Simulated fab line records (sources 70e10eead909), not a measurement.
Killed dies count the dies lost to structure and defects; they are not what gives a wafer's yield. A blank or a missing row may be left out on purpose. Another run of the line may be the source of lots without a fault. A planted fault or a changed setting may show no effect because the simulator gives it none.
fab line records :: flow nandHarc
record:
  lots: 14
  wafers: 41
  lastDay: 35
route steps=1302 shown P_GATE@169 THIN_TSV@1264 END@1302
lots untouched by any fault: they come from a run of this same line in which no faults occurred
startH: hours from the record's opening day to when the first of the lot's shown wafers began :: waitH: hours since the lot's step before :: " as in the row above :: L1.1+2: a row that stands for several wafers :: - no value, or no start was given :: * or withheld: withheld :: < > ~ a bound
route shown NAME@n: a module of which the file shows steps, and the number in the route of the first :: usual: mean and standard deviation over wafers with no fault :: same: alike in all rows :: chamber/n: place in a boat :: sites: per-site readings :: _std_site: standard deviation of those values :: _edge_site: outer sites' mean less inner sites' :: radiusMm: for every site, how far away it sits from the centre of the wafer :: mask NAME#n: copy n :: behind: the most recent tool/chamber to have shaped the wafer :: hold: why the lot was held/for how many hours/how that ended :: device: names the non-switching transistor (n, p or np) :: end of line: tests run on the same wafers once the route is complete :: step lacking rows: just its recipe :: killed: dies lost to structure and defects at the first sort, not the wafer's yield :: map: shows each die of a wafer: x if killed, . if not, _ if none is there
set.NAME: the run value of the setting; set.NAME@STEP: its run value at that earlier step :: model.NAME: the simulator's own value behind a step, which no gauge read
one table for each step of the route and one row for each wafer, over a sample of lots
services: from which hour (startH, from the record's first day; less than 0 if before it) a tool's chamber was out of use, for how many hours, and why
== steps ==
step: NHARC_P_GATE_DEVELOP_45
recipe:
  timeS: 70
lot.wafer: L762.2+3+6
tool: lithoTrack-03
chamber: 0
startH: 110
waitH: -

lot.wafer: L763.1+4+5
tool: lithoTrack-05
chamber: 0
startH: 116
waitH: -

lot.wafer: L764.1+3+4
tool: lithoTrack-03
chamber: 0
startH: 128
waitH: -

lot.wafer: L765.3+4+6
tool: lithoTrack-07
chamber: 0
startH: 142
waitH: -

lot.wafer: L766.1+4+6
tool: lithoTrack-07
chamber: 0
startH: 150
waitH: -

lot.wafer: L772.1+3+5
tool: lithoTrack-03
chamber: 0
startH: 204
waitH: -

lot.wafer: L775.2+4
tool: lithoTrack-03
chamber: 0
startH: 242
waitH: -

lot.wafer: L778.1+5+6
tool: lithoTrack-05
chamber: 0
startH: 272
waitH: -

lot.wafer: L780.1+3+6
tool: lithoTrack-07
chamber: 0
startH: 284
waitH: -

lot.wafer: L781.3+5+6
tool: lithoTrack-07
chamber: 0
startH: 303
waitH: -

lot.wafer: L782.4+5+6
tool: lithoTrack-07
chamber: 0
startH: 307
waitH: -

lot.wafer: L783.1+2+5
tool: lithoTrack-03
chamber: 0
startH: 316
waitH: -

lot.wafer: L784.1+2+3
tool: lithoTrack-03
chamber: 0
startH: 329
waitH: -

lot.wafer: L785.2+3+5
tool: lithoTrack-07
chamber: 0
startH: 347
waitH: -
step: NHARC_THIN_TSV_CD_MEAS_16
usual:
  cdNm: 999.4/1.4
lot.wafer: L762.2
tool: cdSem-01
chamber: -
startH: 552.06
waitH: 0.1
cdNm: 1000.1

lot.wafer: L762.3
tool: cdSem-01
chamber: -
startH: 552.06
waitH: 0.1
cdNm: 998.4

lot.wafer: L762.6
tool: cdSem-01
chamber: -
startH: 552.06
waitH: 0.1
cdNm: 999.6

lot.wafer: L763.1
tool: cdSem-03
chamber: -
startH: 563.15
waitH: 0.1
cdNm: 998.1

lot.wafer: L763.4
tool: cdSem-03
chamber: -
startH: 563.15
waitH: 0.1
cdNm: 999.0

lot.wafer: L763.5
tool: cdSem-03
chamber: -
startH: 563.15
waitH: 0.1
cdNm: 1000.9

lot.wafer: L765.3
tool: cdSem-01
chamber: -
startH: 570.92
waitH: 0.1
cdNm: 1000.0

lot.wafer: L765.4
tool: cdSem-01
chamber: -
startH: 570.92
waitH: 0.1
cdNm: 997.5

lot.wafer: L765.6
tool: cdSem-01
chamber: -
startH: 570.92
waitH: 0.1
cdNm: 1000.1

lot.wafer: L766.1
tool: cdSem-02
chamber: -
startH: 579.76
waitH: 0.1
cdNm: 1000.0

lot.wafer: L766.4
tool: cdSem-02
chamber: -
startH: 579.76
waitH: 0.1
cdNm: 1002.6

lot.wafer: L766.6
tool: cdSem-02
chamber: -
startH: 579.76
waitH: 0.1
cdNm: 999.8

lot.wafer: L764.1
tool: cdSem-03
chamber: -
startH: 581.08
waitH: 0.1
cdNm: 998.4

lot.wafer: L764.3
tool: cdSem-03
chamber: -
startH: 581.08
waitH: 0.1
cdNm: 998.5

lot.wafer: L764.4
tool: cdSem-03
chamber: -
startH: 581.08
waitH: 0.1
cdNm: 997.3

lot.wafer: L772.3
tool: cdSem-03
chamber: -
startH: 642.42
waitH: 0.1
cdNm: 1000.0

lot.wafer: L772.5
tool: cdSem-03
chamber: -
startH: 642.42
waitH: 0.1
cdNm: 998.9

lot.wafer: L775.4
tool: cdSem-02
chamber: -
startH: 679.39
waitH: 0.1
cdNm: 999.7

lot.wafer: L778.1
tool: cdSem-02
chamber: -
startH: 707.88
waitH: 0.1
cdNm: 998.2

lot.wafer: L778.5
tool: cdSem-02
chamber: -
startH: 707.88
waitH: 0.1
cdNm: 999.2

lot.wafer: L778.6
tool: cdSem-02
chamber: -
startH: 707.88
waitH: 0.1
cdNm: 996.7

lot.wafer: L780.1
tool: cdSem-03
chamber: -
startH: 729.69
waitH: 0.1
cdNm: 997.0

lot.wafer: L780.3
tool: cdSem-03
chamber: -
startH: 729.69
waitH: 0.1
cdNm: 997.6

lot.wafer: L780.6
tool: cdSem-03
chamber: -
startH: 729.69
waitH: 0.1
cdNm: 997.0

lot.wafer: L782.4
tool: cdSem-02
chamber: -
startH: 735.71
waitH: 0.1
cdNm: 998.5

lot.wafer: L782.5
tool: cdSem-02
chamber: -
startH: 735.71
waitH: 0.1
cdNm: 998.4

lot.wafer: L782.6
tool: cdSem-02
chamber: -
startH: 735.71
waitH: 0.1
cdNm: 999.3

lot.wafer: L781.3
tool: cdSem-02
chamber: -
startH: 737.25
waitH: 0.1
cdNm: 1001.3

lot.wafer: L781.5
tool: cdSem-02
chamber: -
startH: 737.25
waitH: 0.1
cdNm: 1000.9

lot.wafer: L781.6
tool: cdSem-02
chamber: -
startH: 737.25
waitH: 0.1
cdNm: 1000.2

lot.wafer: L784.1
tool: cdSem-02
chamber: -
startH: 765.27
waitH: 0.1
cdNm: 998.9

lot.wafer: L784.2
tool: cdSem-02
chamber: -
startH: 765.27
waitH: 0.1
cdNm: 1000.4

lot.wafer: L784.3
tool: cdSem-02
chamber: -
startH: 765.27
waitH: 0.1
cdNm: 1000.0

lot.wafer: L783.1
tool: cdSem-02
chamber: -
startH: 788.14
waitH: 0.1
cdNm: 1000.4

lot.wafer: L783.2
tool: cdSem-02
chamber: -
startH: 788.14
waitH: 0.1
cdNm: 997.4

lot.wafer: L783.5
tool: cdSem-02
chamber: -
startH: 788.14
waitH: 0.1
cdNm: 999.6

lot.wafer: L785.2
tool: cdSem-01
chamber: -
startH: 801.41
waitH: 0.1
cdNm: 999.4

lot.wafer: L785.3
tool: cdSem-01
chamber: -
startH: 801.41
waitH: 0.1
cdNm: 1001.3

lot.wafer: L785.5
tool: cdSem-01
chamber: -
startH: 801.41
waitH: 0.1
cdNm: 999.9
step: NHARC_THIN_TSV_ETCHBACK_48
recipe:
  targetDepthA: 10285
  overEtchFrac: 0.3
  timeS: 405.17
  ionEnergyEv: 250
  c4f8FlowSccm: withheld
  arFlowSccm: withheld
  rfW: 600
  biasW: 300
  chemistry: C4F8/Ar
usual:
  oesProductAu: 0.95/0.031
  rfVppV: 547/4.1
lot.wafer: L762.3
tool: rieDiel-05
chamber: 3
startH: 553.34
waitH: -
oesProductAu: 0.92
rfHoursCounterH: 5.5
rfVppV: 542

lot.wafer: L762.2
tool: rieDiel-05
chamber: 2
startH: 553.34
waitH: -
oesProductAu: 0.93
rfHoursCounterH: 5.8
rfVppV: 542

lot.wafer: L762.6
tool: rieDiel-05
chamber: 0
startH: 553.34
waitH: -
oesProductAu: 0.92
rfHoursCounterH: -
rfVppV: 550

lot.wafer: L763.4
tool: rieDiel-09
chamber: 3
startH: 564.43
waitH: -
oesProductAu: 0.93
rfHoursCounterH: 3.7
rfVppV: 552

lot.wafer: L763.1
tool: rieDiel-09
chamber: 1
startH: 564.43
waitH: -
oesProductAu: 0.92
rfHoursCounterH: 1.7
rfVppV: 543

lot.wafer: L763.5
tool: rieDiel-09
chamber: 3
startH: 564.43
waitH: -
oesProductAu: 0.93
rfHoursCounterH: -
rfVppV: 553

lot.wafer: L765.3
tool: rieDiel-05
chamber: 1
startH: 572.21
waitH: -
oesProductAu: 0.99
rfHoursCounterH: 6.8
rfVppV: 549

lot.wafer: L765.4
tool: rieDiel-05
chamber: 2
startH: 572.21
waitH: -
oesProductAu: 0.92
rfHoursCounterH: 6.2
rfVppV: 542

lot.wafer: L765.6
tool: rieDiel-05
chamber: 1
startH: 572.21
waitH: -
oesProductAu: 0.99
rfHoursCounterH: -
rfVppV: 550

lot.wafer: L766.1
tool: rieDiel-09
chamber: 1
startH: 581.08
waitH: -
oesProductAu: 0.93
rfHoursCounterH: 3.0
rfVppV: 543

lot.wafer: L766.4
tool: rieDiel-09
chamber: 2
startH: 581.08
waitH: -
oesProductAu: 0.92
rfHoursCounterH: 4.9
rfVppV: 550

lot.wafer: L766.6
tool: rieDiel-09
chamber: 2
startH: 581.08
waitH: -
oesProductAu: 0.93
rfHoursCounterH: -
rfVppV: 550

lot.wafer: L764.4
tool: rieDiel-08
chamber: 2
startH: 582.35
waitH: -
oesProductAu: 0.98
rfHoursCounterH: 2.0
rfVppV: 547

lot.wafer: L764.3
tool: rieDiel-08
chamber: 3
startH: 582.35
waitH: -
oesProductAu: 0.99
rfHoursCounterH: 2.1
rfVppV: 553

lot.wafer: L764.1
tool: rieDiel-08
chamber: 1
startH: 582.35
waitH: -
oesProductAu: 1.00
rfHoursCounterH: 1.9
rfVppV: 549

lot.wafer: L772.3
tool: rieDiel-08
chamber: 0
startH: 643.76
waitH: -
oesProductAu: 0.94
rfHoursCounterH: 4.9
rfVppV: 543

lot.wafer: L772.5
tool: rieDiel-08
chamber: 2
startH: 643.76
waitH: -
oesProductAu: 0.92
rfHoursCounterH: -
rfVppV: 544

lot.wafer: L775.4
tool: rieDiel-05
chamber: 3
startH: 680.90
waitH: -
oesProductAu: 0.97
rfHoursCounterH: -
rfVppV: 542

lot.wafer: L778.1
tool: rieDiel-09
chamber: 1
startH: 709.26
waitH: -
oesProductAu: 0.93
rfHoursCounterH: 1.7
rfVppV: 543

lot.wafer: L778.6
tool: rieDiel-09
chamber: 2
startH: 709.26
waitH: -
oesProductAu: 0.94
rfHoursCounterH: -
rfVppV: 550

lot.wafer: L778.5
tool: rieDiel-09
chamber: 3
startH: 709.26
waitH: -
oesProductAu: 0.93
rfHoursCounterH: -
rfVppV: 553

lot.wafer: L780.3
tool: rieDiel-08
chamber: 2
startH: 731.01
waitH: -
oesProductAu: 1.01
rfHoursCounterH: 0.1
rfVppV: 545

lot.wafer: L780.1
tool: rieDiel-08
chamber: 3
startH: 731.01
waitH: -
oesProductAu: 1.00
rfHoursCounterH: 0.1
rfVppV: 551

lot.wafer: L780.6
tool: rieDiel-08
chamber: 2
startH: 731.01
waitH: -
oesProductAu: 1.00
rfHoursCounterH: -
rfVppV: 545

lot.wafer: L782.4
tool: rieDiel-05
chamber: 0
startH: 737.13
waitH: -
oesProductAu: 0.95
rfHoursCounterH: -
rfVppV: 553

lot.wafer: L782.6
tool: rieDiel-05
chamber: 2
startH: 737.13
waitH: -
oesProductAu: 0.93
rfHoursCounterH: -
rfVppV: 541

lot.wafer: L782.5
tool: rieDiel-05
chamber: 3
startH: 737.13
waitH: -
oesProductAu: 0.93
rfHoursCounterH: -
rfVppV: 542

lot.wafer: L781.3
tool: rieDiel-08
chamber: 1
startH: 738.52
waitH: -
oesProductAu: 0.97
rfHoursCounterH: 0.8
rfVppV: 547

lot.wafer: L781.6
tool: rieDiel-08
chamber: 1
startH: 738.52
waitH: -
oesProductAu: 0.97
rfHoursCounterH: -
rfVppV: 548

lot.wafer: L781.5
tool: rieDiel-08
chamber: 3
startH: 738.52
waitH: -
oesProductAu: 0.97
rfHoursCounterH: -
rfVppV: 552

lot.wafer: L784.1
tool: rieDiel-08
chamber: 1
startH: 766.55
waitH: -
oesProductAu: 0.92
rfHoursCounterH: 2.2
rfVppV: 548

lot.wafer: L784.2
tool: rieDiel-08
chamber: 2
startH: 766.55
waitH: -
oesProductAu: 0.93
rfHoursCounterH: 2.4
rfVppV: 545

lot.wafer: L784.3
tool: rieDiel-08
chamber: 0
startH: 766.55
waitH: -
oesProductAu: 0.92
rfHoursCounterH: 1.3
rfVppV: 542

lot.wafer: L783.1
tool: rieDiel-05
chamber: 0
startH: 789.41
waitH: -
oesProductAu: 0.99
rfHoursCounterH: 1.3
rfVppV: 551

lot.wafer: L783.2
tool: rieDiel-05
chamber: 2
startH: 789.41
waitH: -
oesProductAu: 0.99
rfHoursCounterH: 1.5
rfVppV: 543

lot.wafer: L783.5
tool: rieDiel-05
chamber: 3
startH: 789.41
waitH: -
oesProductAu: 0.99
rfHoursCounterH: -
rfVppV: 540

lot.wafer: L785.2
tool: rieDiel-09
chamber: 1
startH: 802.75
waitH: -
oesProductAu: 0.99
rfHoursCounterH: 6.6
rfVppV: 544

lot.wafer: L785.3
tool: rieDiel-09
chamber: 2
startH: 802.75
waitH: -
oesProductAu: 0.97
rfHoursCounterH: 6.3
rfVppV: 550

lot.wafer: L785.5
tool: rieDiel-09
chamber: 3
startH: 802.75
waitH: -
oesProductAu: 0.96
rfHoursCounterH: -
rfVppV: 552
step: NHARC_THIN_TSV_CMP_21
recipe:
  tOverpolishS: 30
  targetThkNm: 2000
usual:
  motorCurrentA: 12.0/1.1
  overpolishRunS: 29.999/0.0089
lot.wafer: L762.2
tool: cmp-01
chamber: 0
startH: 555.46
waitH: -
motorCurrentA: 13.5
overpolishRunS: 30.020

lot.wafer: L762.3
tool: cmp-01
chamber: 1
startH: 555.46
waitH: -
motorCurrentA: 13.1
overpolishRunS: 29.994

lot.wafer: L762.6
tool: cmp-01
chamber: 3
startH: 555.46
waitH: -
motorCurrentA: 12.7
overpolishRunS: 29.980

lot.wafer: L763.4
tool: cmp-01
chamber: 3
startH: 566.47
waitH: -
motorCurrentA: 12.2
overpolishRunS: 30.006

lot.wafer: L763.1
tool: cmp-01
chamber: 2
startH: 566.47
waitH: -
motorCurrentA: 12.4
overpolishRunS: 30.005

lot.wafer: L763.5
tool: cmp-01
chamber: 3
startH: 566.47
waitH: -
motorCurrentA: 12.2
overpolishRunS: 29.994

lot.wafer: L765.3
tool: cmp-02
chamber: 1
startH: 574.52
waitH: -
motorCurrentA: 10.9
overpolishRunS: 29.994

lot.wafer: L765.4
tool: cmp-02
chamber: 3
startH: 574.52
waitH: -
motorCurrentA: 10.9
overpolishRunS: 29.987

lot.wafer: L765.6
tool: cmp-02
chamber: 0
startH: 574.52
waitH: -
motorCurrentA: 12.2
overpolishRunS: 30.008

lot.wafer: L766.1
tool: cmp-01
chamber: 1
startH: 583.13
waitH: -
motorCurrentA: 14.3
overpolishRunS: 29.979

lot.wafer: L766.4
tool: cmp-01
chamber: 0
startH: 583.13
waitH: -
motorCurrentA: 13.3
overpolishRunS: 30.003

lot.wafer: L766.6
tool: cmp-01
chamber: 2
startH: 583.13
waitH: -
motorCurrentA: 12.7
overpolishRunS: 30.007

lot.wafer: L764.4
tool: cmp-01
chamber: 0
startH: 584.44
waitH: -
motorCurrentA: 13.2
overpolishRunS: 30.003

lot.wafer: L764.3
tool: cmp-01
chamber: 1
startH: 584.44
waitH: -
motorCurrentA: 13.3
overpolishRunS: 30.006

lot.wafer: L764.1
tool: cmp-01
chamber: 3
startH: 584.44
waitH: -
motorCurrentA: 12.9
overpolishRunS: 30.001

lot.wafer: L772.3
tool: cmp-02
chamber: 3
startH: 645.86
waitH: -
motorCurrentA: 11.2
overpolishRunS: 29.996

lot.wafer: L772.5
tool: cmp-02
chamber: 0
startH: 645.86
waitH: -
motorCurrentA: 12.0
overpolishRunS: 30.010

lot.wafer: L775.4
tool: cmp-02
chamber: 2
startH: 682.91
waitH: -
motorCurrentA: 11.0
overpolishRunS: 30.006

lot.wafer: L778.1
tool: cmp-02
chamber: 1
startH: 711.29
waitH: -
motorCurrentA: 11.0
overpolishRunS: 30.015

lot.wafer: L778.6
tool: cmp-02
chamber: 2
startH: 711.29
waitH: -
motorCurrentA: 11.2
overpolishRunS: 30.003

lot.wafer: L778.5
tool: cmp-02
chamber: 3
startH: 711.29
waitH: -
motorCurrentA: 11.5
overpolishRunS: 29.999

lot.wafer: L780.1
tool: cmp-02
chamber: 2
startH: 733.04
waitH: -
motorCurrentA: 11.1
overpolishRunS: 30.013

lot.wafer: L780.3
tool: cmp-02
chamber: 3
startH: 733.04
waitH: -
motorCurrentA: 11.3
overpolishRunS: 29.993

lot.wafer: L780.6
tool: cmp-02
chamber: 3
startH: 733.04
waitH: -
motorCurrentA: 11.5
overpolishRunS: 30.009

lot.wafer: L782.4
tool: cmp-01
chamber: 0
startH: 739.22
waitH: -
motorCurrentA: 13.0
overpolishRunS: 30.012

lot.wafer: L782.5
tool: cmp-01
chamber: 1
startH: 739.22
waitH: -
motorCurrentA: 13.8
overpolishRunS: 29.989

lot.wafer: L782.6
tool: cmp-01
chamber: 2
startH: 739.22
waitH: -
motorCurrentA: 12.5
overpolishRunS: 29.984

lot.wafer: L781.3
tool: cmp-03
chamber: 0
startH: 740.75
waitH: -
motorCurrentA: 9.9
overpolishRunS: 30.007

lot.wafer: L781.6
tool: cmp-03
chamber: 1
startH: 740.75
waitH: -
motorCurrentA: 10.4
overpolishRunS: 29.989

lot.wafer: L781.5
tool: cmp-03
chamber: 2
startH: 740.75
waitH: -
motorCurrentA: 11.2
overpolishRunS: 30.004

lot.wafer: L784.3
tool: cmp-01
chamber: 0
startH: 768.60
waitH: -
motorCurrentA: 14.6
overpolishRunS: 29.987

lot.wafer: L784.2
tool: cmp-01
chamber: 2
startH: 768.60
waitH: -
motorCurrentA: 13.6
overpolishRunS: 29.999

lot.wafer: L784.1
tool: cmp-01
chamber: 3
startH: 768.60
waitH: -
motorCurrentA: 12.7
overpolishRunS: 30.011

lot.wafer: L783.1
tool: cmp-02
chamber: 3
startH: 791.88
waitH: -
motorCurrentA: 11.1
overpolishRunS: 30.000

lot.wafer: L783.2
tool: cmp-02
chamber: 0
startH: 791.88
waitH: -
motorCurrentA: 13.4
overpolishRunS: 29.995

lot.wafer: L783.5
tool: cmp-02
chamber: 2
startH: 791.88
waitH: -
motorCurrentA: 10.6
overpolishRunS: 30.006

lot.wafer: L785.3
tool: cmp-02
chamber: 0
startH: 804.73
waitH: -
motorCurrentA: 13.0
overpolishRunS: 29.993

lot.wafer: L785.2
tool: cmp-02
chamber: 2
startH: 804.73
waitH: -
motorCurrentA: 10.8
overpolishRunS: 29.995

lot.wafer: L785.5
tool: cmp-02
chamber: 0
startH: 804.73
waitH: -
motorCurrentA: 12.0
overpolishRunS: 29.995
step: NHARC_END_SORT_01
recipe:
  tempC: 25
usual:
  killedAtArray: 44/16
  killedAtOther: 0.6/1.1
  killedAtPeriphery: 3.9/2.6
  killedDies: 48/16
  killedOpen: 3.1/1.9
  killedShort: 2.4/1.8
same:
  grossDies: 677
lot.wafer: L772.1
tool: prober-01
chamber: 0
startH: 656.42
waitH: 2.5
killedAtArray: 48
killedAtOther: 1
killedAtPeriphery: 628
killedDies: 677
killedOpen: 4
killedShort: 7

lot.wafer: L772.3
tool: prober-01
chamber: 0
startH: 658.02
waitH: 3.1
killedAtArray: 37
killedAtOther: 0
killedAtPeriphery: 4
killedDies: 41
killedOpen: 2
killedShort: 8

lot.wafer: L772.5
tool: prober-01
chamber: 0
startH: 659.63
waitH: 3.7
killedAtArray: 37
killedAtOther: 1
killedAtPeriphery: 8
killedDies: 46
killedOpen: 6
killedShort: 1

lot.wafer: L775.2
tool: prober-01
chamber: 0
startH: 695.93
waitH: 2.8
killedAtArray: 38
killedAtOther: 0
killedAtPeriphery: 639
killedDies: 677
killedOpen: 7
killedShort: 2

lot.wafer: L775.4
tool: prober-01
chamber: 0
startH: 697.54
waitH: 3.4
killedAtArray: 38
killedAtOther: 1
killedAtPeriphery: 5
killedDies: 44
killedOpen: 3
killedShort: 2
killed by level:class
L772.1 P_GATE:areaDevelop=623 A_SLIT:chamberFilmFlake=18 A_CHANNEL_HOLE_D2:chamberFilmFlake=12 A_STAIRCASE:chamberFilmFlake=5 A_M0:geometricParticle:short=2 A_ONON_D2:geometricParticle:open=2 P_M0:chamberFilmFlake=2 A_CHANNEL_HOLE_D1:chamberFilmFlake=2
L772.3 A_SLIT:chamberFilmFlake=12 A_CHANNEL_HOLE_D2:chamberFilmFlake=5 A_STAIRCASE:chamberFilmFlake=3 A_DECK1_JOINT:geometricParticle:short=2 A_WL_FILL:geometricParticle:short=2 P_M2:chamberFilmFlake=2 A_CONTACT:chamberFilmFlake=2 A_M0:chamberFilmFlake=2
L772.5 A_SLIT:chamberFilmFlake=16 A_CHANNEL_HOLE_D2:chamberFilmFlake=6 A_CHANNEL_HOLE_D1:chamberFilmFlake=5 P_M2:chamberFilmFlake=4 A_CONTACT:chamberFilmFlake=3 P_M0:geometricParticle:open=1 A_ONON_D1:geometricParticle:open=1 A_DECK1_JOINT:geometricParticle:open=1
L775.2 P_GATE:areaDevelop=629 A_SLIT:chamberFilmFlake=18 A_CONTACT:chamberFilmFlake=7 P_GATE:chamberFilmFlake=5 P_M0:geometricParticle:open=3 A_DECK1_JOINT:chamberFilmFlake=3 P_CONTACT:geometricParticle:open=2 A_CHANNEL_FILL_D1:geometricParticle:open=1
L775.4 A_SLIT:chamberFilmFlake=21 A_CONTACT:chamberFilmFlake=5 P_STI:chamberFilmFlake=3 A_CHANNEL_HOLE_D1:chamberFilmFlake=3 P_GATE:chamberFilmFlake=2 A_CHANNEL_HOLE_D1:geometricParticle:short=1 A_CHANNEL_FILL_D1:geometricParticle:open=1 A_DECK1_JOINT:geometricParticle:open=1
== services ==
tool: cmp-01
chamber: -
startH: 87.50
hours: 4.0
kind: pm

tool: cmp-02
chamber: -
startH: 134.58
hours: 4.0
kind: pm

tool: cmp-01
chamber: -
startH: 139.28
hours: 0.6
kind: repair

tool: cmp-02
chamber: -
startH: 167.05
hours: 5.6
kind: repair

tool: cmp-01
chamber: -
startH: 185.50
hours: 4.0
kind: pm

tool: cmp-02
chamber: -
startH: 232.58
hours: 4.0
kind: pm

tool: lithoTrack-07
chamber: -
startH: 251.00
hours: 7.0
kind: pm

tool: cmp-01
chamber: -
startH: 258.31
hours: 0.2
kind: repair

tool: cmp-01
chamber: -
startH: 277.72
hours: 3.9
kind: repair

tool: cmp-02
chamber: -
startH: 281.78
hours: 1.0
kind: repair

tool: cmp-01
chamber: -
startH: 283.50
hours: 4.0
kind: pm

tool: cmp-02
chamber: -
startH: 330.58
hours: 4.0
kind: pm

tool: cmp-02
chamber: -
startH: 365.25
hours: 32.7
kind: repair

tool: cmp-01
chamber: -
startH: 381.57
hours: 4.0
kind: pm

tool: cmp-01
chamber: -
startH: 391.44
hours: 3.5
kind: repair

tool: lithoTrack-07
chamber: -
startH: 426.00
hours: 7.0
kind: pm

tool: cmp-02
chamber: -
startH: 428.58
hours: 4.0
kind: pm

tool: cmp-01
chamber: -
startH: 451.82
hours: 1.5
kind: repair

tool: cmp-01
chamber: -
startH: 479.57
hours: 4.0
kind: pm

tool: cmp-02
chamber: -
startH: 485.16
hours: 0.5
kind: repair

tool: cmp-01
chamber: -
startH: 487.39
hours: 1.8
kind: repair

tool: cmp-02
chamber: -
startH: 490.92
hours: 0.9
kind: repair

tool: cmp-02
chamber: -
startH: 526.58
hours: 4.0
kind: pm

tool: cmp-01
chamber: -
startH: 577.57
hours: 4.0
kind: pm
== key ==
firstSign:
  step: NHARC_END_SORT_01
  reading: killedAtPeriphery
  direction: up
  sigmas: 99+
  usual: 3.9
  struck: 633.5
effect:
  step: NHARC_END_SORT_01
  reading: killedDies
  direction: up
  sigmas: 39
  usual: 48
  struck: 677
moreKillsBornAt:
  NHARC_P_GATE_DEVELOP_45@lithoTrack-03: 1252
metAt NHARC_P_GATE_DEVELOP_45
struckLots L772,L775
struckWafers L772.1,L775.2
laterRowsLeftOut L772.1,L775.2
testerLeftOut L772,L775
notActingAt NHARC_THIN_TSV_CD_MEAS_16,NHARC_THIN_TSV_ETCHBACK_48,NHARC_THIN_TSV_CMP_21
onsetBetween 128 204
fault:
  kind: processParameterDrift
  tool: lithoTrack-03
  chamber: -
  onsetH: 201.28
  steps: NHARC_P_GATE_DEVELOP_45
  channel: timeS
  offset: *
  shape: step
  endH: 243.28
  scope: struckWafersOnly
  actsIn: *
  stated: *
testerLeftOut: of these lots the tester's yield and bins aren't shown, on N5 and GAA mostly nor the transistor test; their killed dies are dies lost to structure and defects alone, not to doping, threshold or leakage, so they don't give the yield
laterRowsLeftOut: the simulator's readings of these wafers behind a module that went badly wrong aren't trusted and aren't shown, but for the sort
